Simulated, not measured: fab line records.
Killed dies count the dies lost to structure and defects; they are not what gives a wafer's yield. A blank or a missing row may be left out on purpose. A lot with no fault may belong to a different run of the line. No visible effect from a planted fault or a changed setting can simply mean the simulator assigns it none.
Matching of chambers / flow n5_finfet / 4 sister chambers for N5_HKMG_FIN_ALD_75 on ald_hk-02
The step deposits Al2O3, target thk 1 nm, co reactant pulse time 1 s. 4 wafers are shown with their chamber, then 7 later ones without.

== WAFERS, EACH WITH ITS CHAMBER ==
wafer=L081.5; chamber=2; heater_power_w (W)=146
wafer=L083.5; chamber=1; heater_power_w (W)=166
wafer=L086.2; chamber=3; heater_power_w (W)=148
wafer=L086.5; chamber=0; heater_power_w (W)=145

== WAFERS WHOSE CHAMBER IS MISSING ==
wafer=L086.6; heater_power_w (W)=150
wafer=L087.1; heater_power_w (W)=147
wafer=L087.4; heater_power_w (W)=165
wafer=L087.5; heater_power_w (W)=145
wafer=L090.3; heater_power_w (W)=167
wafer=L090.5; heater_power_w (W)=166
wafer=L090.6; heater_power_w (W)=140

== WHICH CHAMBER EACH WENT THROUGH ==
wafer=L086.6; from the rows above=can't be placed: 3 or 2 or 0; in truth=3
wafer=L087.1; from the rows above=can't be placed: 2 or 3 or 0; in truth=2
wafer=L087.4; from the rows above=1; in truth=1
wafer=L087.5; from the rows above=can't be placed: 0 or 2 or 3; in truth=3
wafer=L090.3; from the rows above=1; in truth=1
wafer=L090.5; from the rows above=1; in truth=1
wafer=L090.6; from the rows above=can't be placed: 0 or 2 or 3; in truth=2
Placed correctly: 3 of 7. Not placeable from these rows: 4 (in 4, the candidates include the true chamber). Number placed wrongly: 0.
How it was worked out, from the rows above alone: a wafer's distance from a chamber is the root of the sum, over the readings, of the square of ((its reading less the chamber's mean) divided by the reading's scatter). The wafer belongs to the nearest chamber; if the next one is less than 2 further off, it can't be placed. For every chamber, the mean is computed from those of its wafers that are shown. The scatter (one wafer shown for each chamber): square how far every hidden wafer sits from the nearest shown wafer, average those squares and take the square root.
